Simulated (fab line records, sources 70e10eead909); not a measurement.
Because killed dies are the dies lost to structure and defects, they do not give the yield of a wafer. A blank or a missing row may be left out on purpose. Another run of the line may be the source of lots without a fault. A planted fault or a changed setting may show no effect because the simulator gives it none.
Matching of chambers / flow nand_harc / NHARC_P_BONDPAD_DESCUM_11 on rie_diel-05 has 4 sister chambers
The step chemistry O2, time 3 s. 8 wafers are shown with their chamber, then 11 later ones without.

EACH WAFER AND ITS CHAMBER
wafer=L087.1; chamber=3; drypump_motor_current_A (A)=5.5; oes_product_au (a.u.)=0.994
wafer=L087.5; chamber=1; drypump_motor_current_A (A)=4.9; oes_product_au (a.u.)=1.003
wafer=L089.6; chamber=1; drypump_motor_current_A (A)=4.9; oes_product_au (a.u.)=0.983
wafer=L088.3; chamber=2; drypump_motor_current_A (A)=5.5; oes_product_au (a.u.)=1.004
wafer=L090.1; chamber=2; drypump_motor_current_A (A)=5.5; oes_product_au (a.u.)=1.006
wafer=L090.3; chamber=0; drypump_motor_current_A (A)=6.3; oes_product_au (a.u.)=0.989
wafer=L090.5; chamber=0; drypump_motor_current_A (A)=6.3; oes_product_au (a.u.)=0.985
wafer=L091.1; chamber=3; drypump_motor_current_A (A)=5.6; oes_product_au (a.u.)=1.001

WAFERS WITH NO CHAMBER GIVEN
wafer=L091.3; drypump_motor_current_A (A)=4.9; oes_product_au (a.u.)=0.987
wafer=L091.6; drypump_motor_current_A (A)=5.5; oes_product_au (a.u.)=1.009
wafer=L092.3; drypump_motor_current_A (A)=5.6; oes_product_au (a.u.)=0.985
wafer=L092.4; drypump_motor_current_A (A)=5.5; oes_product_au (a.u.)=1.000
wafer=L092.6; drypump_motor_current_A (A)=6.3; oes_product_au (a.u.)=0.980
wafer=L095.1; drypump_motor_current_A (A)=4.9; oes_product_au (a.u.)=0.998
wafer=L095.4; drypump_motor_current_A (A)=5.5; oes_product_au (a.u.)=1.010
wafer=L095.5; drypump_motor_current_A (A)=6.3; oes_product_au (a.u.)=0.984
wafer=L097.2; drypump_motor_current_A (A)=5.5; oes_product_au (a.u.)=1.005
wafer=L097.4; drypump_motor_current_A (A)=5.6; oes_product_au (a.u.)=0.993
wafer=L097.5; drypump_motor_current_A (A)=4.9; oes_product_au (a.u.)=0.995

THE CHAMBER EACH PASSED THROUGH
wafer=L091.3; from the rows above=1; in truth=1
wafer=L091.6; from the rows above=can't be placed: 2 or 3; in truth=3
wafer=L092.3; from the rows above=can't be placed: 3 or 2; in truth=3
wafer=L092.4; from the rows above=can't be placed: 2 or 3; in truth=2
wafer=L092.6; from the rows above=0; in truth=0
wafer=L095.1; from the rows above=1; in truth=1
wafer=L095.4; from the rows above=can't be placed: 2 or 3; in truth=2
wafer=L095.5; from the rows above=0; in truth=0
wafer=L097.2; from the rows above=can't be placed: 2 or 3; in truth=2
wafer=L097.4; from the rows above=can't be placed: 3 or 2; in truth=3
wafer=L097.5; from the rows above=1; in truth=1
5 of 11 placed correctly. From these rows, 6 cannot be placed; in 6 the true chamber is one of the candidates. Placed wrongly: 0.
How it was worked out, from the rows above alone: a wafer's distance from a chamber is the root of the sum, over the readings, of the square of ((its reading less the chamber's mean) divided by the reading's scatter). If the next closest chamber is less than 2 further off than the closest, the wafer can't be placed; otherwise it belongs to the closest. For every chamber, the mean is computed from those of its wafers that are shown. The scatter is the square root of a quotient: the sum, over the shown wafers, of each reading's squared deviation from its chamber's mean, divided by wafers minus chambers.
